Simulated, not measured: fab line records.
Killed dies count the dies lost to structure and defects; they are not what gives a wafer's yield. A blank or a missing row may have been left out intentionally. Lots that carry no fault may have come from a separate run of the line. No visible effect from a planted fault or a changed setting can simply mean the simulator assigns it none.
Chamber matching -- flow nandHarc -- cmp-01 running NHARC_P_M0_CMP_23: 4 sister chambers
The step polishes, t overpolish 20 s, target thk 117.54 nm. 8 wafers are shown with their chamber, then 10 later ones without.

## WAFERS PAIRED WITH THEIR CHAMBERS
wafer,chamber,motorCurrentA (A),timeToEndpointS (s)
L076.1,2,11.9,31
L082.2,2,11.9,31
L084.1,1,10.8,33
L088.1,1,11.1,35
L088.2,0,12.3,33
L088.3,3,12.4,29
L089.1,0,12.2,30
L089.4,3,12.6,28

## WAFERS MISSING THEIR CHAMBER
wafer,motorCurrentA (A),timeToEndpointS (s)
L089.6,12.4,30
L091.2,11.6,34
L091.5,13.2,27
L091.6,11.6,29
L092.1,11.2,30
L092.3,11.5,29
L092.6,12.9,28
L096.3,12.2,30
L096.4,11.3,36
L096.6,11.0,37

## CHAMBER TAKEN BY EACH
wafer,from the rows above,in truth
L089.6,can't be placed: 3 or 0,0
L091.2,can't be placed: 2 or 1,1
L091.5,3,3
L091.6,2,2
L092.1,can't be placed: 1 or 2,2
L092.3,2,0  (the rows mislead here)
L092.6,3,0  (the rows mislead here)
L096.3,can't be placed: 0 or 2 or 3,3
L096.4,1,1
L096.6,1,1
Correctly placed: 4 of 10. From these rows, 4 cannot be placed; in 4 the true chamber is one of the candidates. Placed wrongly: 2.
How it was worked out, from the rows above alone: a wafer's distance from a chamber is the root of the sum, over the readings, of the square of ((its reading less the chamber's mean) divided by the reading's scatter). If the next closest chamber is less than 2 further off than the closest, the wafer can't be placed; otherwise it belongs to the closest. A chamber's mean is the mean of its shown wafers. How the scatter is found: for the shown wafers, subtract from each reading the mean of its chamber, square and add these, divide the total by (wafers less chambers), then take the root.
